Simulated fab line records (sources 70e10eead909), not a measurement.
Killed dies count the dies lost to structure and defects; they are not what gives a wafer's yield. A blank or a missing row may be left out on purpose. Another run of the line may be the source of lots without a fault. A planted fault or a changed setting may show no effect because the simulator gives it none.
Matching of chambers | flow nandHarc | aldMetal-03 running NHARC_P_CONTACT_ALD_22: 4 sister chambers
The step deposits TiN, target thk 3 nm, pulse time 1 s, ald cycles 150. 4 wafers are shown with their chamber, then 9 later ones without.

EACH WAFER AND ITS CHAMBER
wafer  | chamber | heaterPowerW (W)
L087.4 | 1       | 754
L087.5 | 0       | 985
L088.5 | 3       | 961
L088.6 | 2       | 1098

WAFERS WITHOUT THEIR CHAMBER
wafer  | heaterPowerW (W)
L092.1 | 992
L092.2 | 1007
L092.4 | 769
L096.4 | 1013
L096.5 | 1012
L096.6 | 1060
L097.1 | 820
L097.4 | 1044
L097.6 | 766

THE CHAMBER EACH PASSED THROUGH
wafer  | from the rows above          | in truth
L092.1 | can't be placed: 0 or 3      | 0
L092.2 | can't be placed: 0 or 3 or 2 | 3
L092.4 | 1                            | 1
L096.4 | can't be placed: 0 or 3 or 2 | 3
L096.5 | can't be placed: 0 or 3 or 2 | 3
L096.6 | can't be placed: 2 or 0 or 3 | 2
L097.1 | 1                            | 1
L097.4 | can't be placed: 2 or 0 or 3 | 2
L097.6 | 1                            | 1
Correct placement for 3 of the 9. From these rows, 6 cannot be placed; in 6 the true chamber is one of the candidates. 0 placed wrongly.
How it was worked out, from the rows above alone: a wafer's distance from a chamber is the root of the sum, over the readings, of the square of ((its reading less the chamber's mean) divided by the reading's scatter). The wafer belongs to the nearest chamber; if the next one is less than 2 further off, it can't be placed. A chamber's mean is the mean of its shown wafers. The scatter: with one shown wafer a chamber, the root of the mean of the squares of how far each hidden wafer lies from its nearest shown one.
